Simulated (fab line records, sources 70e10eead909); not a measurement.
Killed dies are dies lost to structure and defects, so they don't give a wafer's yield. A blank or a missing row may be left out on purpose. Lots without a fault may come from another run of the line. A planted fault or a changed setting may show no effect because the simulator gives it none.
Chamber matching | flow nand_harc | NHARC_P_M1_PRE_CLEAN_32 on pecvd-01: 3 sister chambers
The step time 12 s. 6 wafers are shown with their chamber, then 7 later ones without.

WAFERS WITH THEIR CHAMBER
wafer  | chamber | heater_power_w (W)
L079.5 | 0       | 611
L081.1 | 1       | 657
L084.2 | 1       | 647
L084.5 | 2       | 595
L095.1 | 2       | 521
L095.2 | 0       | 602

WAFERS WITHOUT THEIR CHAMBER
wafer  | heater_power_w (W)
L095.5 | 673
L094.1 | 711
L094.4 | 460
L094.6 | 621
L097.1 | 655
L097.2 | 625
L097.4 | 515

WHICH CHAMBER EACH WENT THROUGH
wafer  | from the rows above          | in truth
L095.5 | can't be placed: 1 or 0      | 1
L094.1 | can't be placed: 1 or 0      | 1
L094.4 | can't be placed: 2 or 0      | 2
L094.6 | can't be placed: 0 or 1 or 2 | 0
L097.1 | can't be placed: 1 or 0      | 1
L097.2 | can't be placed: 0 or 1 or 2 | 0
L097.4 | can't be placed: 2 or 0      | 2
Placed correctly: 0 of 7. Can't be placed from these rows: 7 (the true chamber is among the candidates in 7). Placed wrongly: 0.
How it was worked out, from the rows above alone: a wafer's distance from a chamber is the root of the sum, over the readings, of the square of ((its reading less the chamber's mean) divided by the reading's scatter). The wafer belongs to the nearest chamber; if the next one is less than 2 further off, it can't be placed. A chamber's mean is the mean of its shown wafers. The scatter: the root of (the sum of the squares of (reading less its chamber's mean) over the shown wafers, divided by (wafers less chambers)).
